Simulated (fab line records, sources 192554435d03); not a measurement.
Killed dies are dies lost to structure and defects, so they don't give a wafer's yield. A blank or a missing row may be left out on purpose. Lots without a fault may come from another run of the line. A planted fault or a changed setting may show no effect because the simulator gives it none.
Chamber matching | flow n5_finfet | N5_BEOL_M5_ETCH_68 on rie_diel-05: 4 sister chambers
The step etches SOC in N2/H2, target depth 80 nm, overetch 16 nm, time 120 s. 20 wafers are shown with their chamber, then 10 later ones without.

WAFERS WITH THEIR CHAMBER
wafer  | chamber | throttle_valve_pct (%) | showerhead_plenum_p_Torr (Torr) | drypump_motor_current_A (A)
L078.1 | 0       | 17.44                  | 2.50                            | 6.0
L078.2 | 2       | 18.04                  | 2.54                            | 5.8
L078.5 | 3       | 17.82                  | 2.55                            | 5.4
L080.4 | 2       | 18.05                  | 2.54                            | 5.8
L080.5 | 2       | 18.04                  | 2.54                            | 5.8
L080.6 | 3       | 17.83                  | 2.55                            | 5.5
L085.3 | 0       | 17.46                  | 2.49                            | 6.1
L085.5 | 2       | 18.05                  | 2.54                            | 5.8
L085.6 | 3       | 17.85                  | 2.55                            | 5.4
L087.1 | 3       | 17.86                  | 2.54                            | 5.4
L087.2 | 1       | 17.50                  | 2.41                            | 5.5
L087.5 | 2       | 18.08                  | 2.53                            | 5.8
L086.2 | 3       | 17.85                  | 2.54                            | 5.4
L086.3 | 1       | 17.51                  | 2.41                            | 5.5
L086.6 | 2       | 18.07                  | 2.53                            | 5.8
L088.1 | 2       | 18.08                  | 2.53                            | 5.8
L088.5 | 0       | 17.48                  | 2.49                            | 6.1
L088.6 | 3       | 17.87                  | 2.54                            | 5.4
L089.1 | 1       | 17.50                  | 2.41                            | 5.5
L089.2 | 2       | 18.08                  | 2.53                            | 5.8

SIGNATURES (means of the wafers above)
reading                  | chamber 0 | chamber 1 | chamber 2 | chamber 3 | scatter within a chamber
throttle_valve_pct       | 17.4600   | 17.5033   | 18.0613   | 17.8467   | 0.0175
showerhead_plenum_p_Torr | 2.4933    | 2.4100    | 2.5350    | 2.5450    | 0.0051
drypump_motor_current_A  | 6.067     | 5.500     | 5.800     | 5.417     | 0.0306
Rule: a wafer's distance from a chamber is the root of the sum, over the readings, of the square of ((its reading less the chamber's mean) divided by the reading's scatter). The wafer belongs to the nearest chamber; if the next one is less than 2 further off, it can't be placed. The scatter: the root of (the sum of the squares of (reading less its chamber's mean) over the shown wafers, divided by (wafers less chambers)).

WAFERS WITHOUT THEIR CHAMBER
wafer  | throttle_valve_pct (%) | showerhead_plenum_p_Torr (Torr) | drypump_motor_current_A (A)
L089.6 | 18.07                  | 2.53                            | 5.8
L091.1 | 17.86                  | 2.54                            | 5.5
L091.4 | 17.51                  | 2.41                            | 5.5
L091.5 | 17.48                  | 2.49                            | 6.1
L095.3 | 17.51                  | 2.49                            | 6.1
L095.5 | 18.08                  | 2.53                            | 5.8
L095.6 | 17.89                  | 2.54                            | 5.4
L096.3 | 17.54                  | 2.40                            | 5.5
L096.4 | 18.09                  | 2.53                            | 5.8
L096.5 | 18.09                  | 2.53                            | 5.8

WHICH CHAMBER EACH WENT THROUGH
wafer  | from the rows above | in truth
L089.6 | 2                   | 2
L091.1 | 3                   | 3
L091.4 | 1                   | 1
L091.5 | 0                   | 0
L095.3 | 0                   | 0
L095.5 | 2                   | 2
L095.6 | 3                   | 3
L096.3 | 1                   | 1
L096.4 | 2                   | 2
L096.5 | 2                   | 2
Placed correctly: 10 of 10. Can't be placed from these rows: 0. Placed wrongly: 0.
